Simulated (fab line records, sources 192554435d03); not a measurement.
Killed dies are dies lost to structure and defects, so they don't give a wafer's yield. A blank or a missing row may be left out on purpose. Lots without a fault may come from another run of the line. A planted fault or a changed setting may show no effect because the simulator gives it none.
Split-lot experiment | flow n5_finfet | 7 lots, 21 wafers read, on a route of 1938 steps

THE SPLIT
At N5_BEOL_M14_PEB_26 (peb time 90 s), the setting peb_temp_c was moved away from the recipe's 130 C on 5 of the 21 wafers read, by -2.8% to +2.7%. The other wafers ran this setting at the recipe's value.

FROM THE SPLIT TO THE READING: what the file shows between them, 2 steps
- N5_BEOL_M14_DEVELOP_27: develop time 45 s
- N5_BEOL_M14_HARDBAKE_32: time 120 s

THE READING
cd_nm, in nm, at N5_BEOL_M14_CD_MEAS_28 (target cd 284.4 nm). Fault-free wafers of this fab line usually give 285.7 nm, standard deviation 2.3 nm.

wafer  | tool, chamber at the split | peb_temp_c as run, C | against the recipe | cd_nm, nm | against lot-mates on the recipe
L078.1 | litho_track-03, 0          | 130                  | recipe             | 284.9     | -
L078.2 | litho_track-03, 0          | 130                  | recipe             | 289.0     | -
L078.3 | litho_track-03, 0          | 130                  | recipe             | 286.7     | -
L083.3 | litho_track-01, 0          | 130                  | recipe             | 282.0     | -
L083.4 | litho_track-01, 0          | 130                  | recipe             | 285.8     | -
L083.6 | litho_track-01, 0          | 130                  | recipe             | 285.4     | -
L081.1 | litho_track-05, 0          | 130                  | recipe             | 287.7     | -
L081.4 | litho_track-05, 0          | 130                  | recipe             | 281.1     | -
L081.5 | litho_track-05, 0          | 130                  | recipe             | 282.3     | -
L082.1 | litho_track-03, 0          | 130                  | recipe             | 288.4     | -
L082.2 | litho_track-03, 0          | 128.3                | -1.3%              | 278.2     | -10.2
L082.3 | litho_track-03, 0          | 128.3                | -1.3%              | 277.7     | -10.7
L090.1 | litho_track-03, 0          | 130                  | recipe             | 285.9     | -
L090.3 | litho_track-03, 0          | 130                  | recipe             | 283.7     | -
L090.6 | litho_track-03, 0          | 130                  | recipe             | 290.4     | -
L093.1 | litho_track-01, 0          | 130                  | recipe             | 288.2     | -
L093.4 | litho_track-01, 0          | 133.5                | +2.7%              | 297.8     | +9.6
L093.6 | litho_track-01, 0          | 133.5                | +2.7%              | 301.6     | +13.4
L095.2 | litho_track-05, 0          | 130                  | recipe             | 286.5     | -
L095.3 | litho_track-05, 0          | 126.4                | -2.8%              | 265.9     | -20.2
L095.5 | litho_track-05, 0          | 130                  | recipe             | 285.6     | -

THE FIT
A straight line over all 21 wafers: cd_nm changes by +5.88 nm for each +1% of peb_temp_c; r = +0.93; the points scatter about the line by 2.6 nm.
The same after taking each lot's own level away (the mean of its wafers on the recipe; 21 wafers): +5.67 nm for each +1%; r = +0.93; scatter 2.6 nm.
On that fit, the largest move of peb_temp_c shifts the reading by 16 nm.
The lots' own levels span 283.70 to 288.40 nm, that is 2.0 times the standard deviation above.
So the lot-to-lot level changes the slope little: the two slopes agree.
Check: with one of the wafers moved furthest among these (-2.8%) left out of the fit, the line predicts -14.6 nm for it against its lot-mates. It came out at -20.2 nm against them.

THE WHOLE CHAIN: every reading that the file lists as answering this split, in the file's order
step                   | what it does                                           | reading                                                         | change (the file's fit)              | r (the file's)
N5_BEOL_M14_CD_MEAS_28 | target cd 284.4 nm                                     | cd_nm                                                           | +6.05 nm for each +1% of the setting | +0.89
N5_BEOL_M14_DESCUM_33  | chemistry O2, time 7.9 s                               | BEOL_M14.cd_nm (the simulator's own value, which no gauge read) | +5.98 nm for each +1% of the setting | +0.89
N5_BEOL_M14_ETCH_67    | etches SiARC in CF4, target depth 143 nm, time 238.3 s | BEOL_M14.cd_nm (the simulator's own value, which no gauge read) | +6.11 nm for each +1% of the setting | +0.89

THE FILE'S OWN FIT
cd_nm changes by +6.05 nm for each +1% of peb_temp_c, r = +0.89.
